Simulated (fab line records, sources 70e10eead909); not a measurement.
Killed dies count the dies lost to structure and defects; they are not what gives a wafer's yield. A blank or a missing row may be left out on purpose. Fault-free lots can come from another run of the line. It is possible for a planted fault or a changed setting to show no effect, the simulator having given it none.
Matching of chambers -- flow nand-harc -- rie-diel-02 running NHARC_A_STAIRCASE_ETCH_444: 4 sister chambers
The step etches the open film in C4F8/O2, target depth 10200 nm, time 3400 s. 7 wafers are shown with their chamber, then 8 later ones without.

== WAFERS, EACH WITH ITS CHAMBER ==
wafer,chamber,rf-vpp-V (V),oes-product-au (a.u.)
L075.2,1,813,0.906
L077.6,2,805,0.915
L084.5,0,801,0.961
L085.2,0,801,0.936
L085.5,3,800,0.914
L085.6,2,804,0.923
L087.1,3,799,0.914

== WAFERS WITHOUT THEIR CHAMBER ==
wafer,rf-vpp-V (V),oes-product-au (a.u.)
L087.2,813,0.914
L087.3,799,0.924
L089.3,800,0.910
L089.5,810,0.925
L089.6,800,0.926
L093.1,800,0.920
L093.3,812,0.916
L093.4,799,0.918

== WHICH CHAMBER EACH ONE RAN IN ==
wafer,from the rows above,in truth
L087.2,1,1
L087.3,3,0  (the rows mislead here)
L089.3,3,3
L089.5,1,1
L089.6,can't be placed: 3 or 0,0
L093.1,3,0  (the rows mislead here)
L093.3,1,1
L093.4,3,3
Placed correctly: 5 of 8. Not placeable from these rows: 1 (in 1, the candidates include the true chamber). Number placed wrongly: 2.
How it was worked out, from the rows above alone: a wafer's distance from a chamber is the root of the sum, over the readings, of the square of ((its reading less the chamber's mean) divided by the reading's scatter). The wafer belongs to the nearest chamber; if the next one is less than 2 further off, it can't be placed. Each chamber's mean is taken over the wafers shown for it. How the scatter is found: for the shown wafers, subtract from each reading the mean of its chamber, square and add these, divide the total by (wafers less chambers), then take the root.
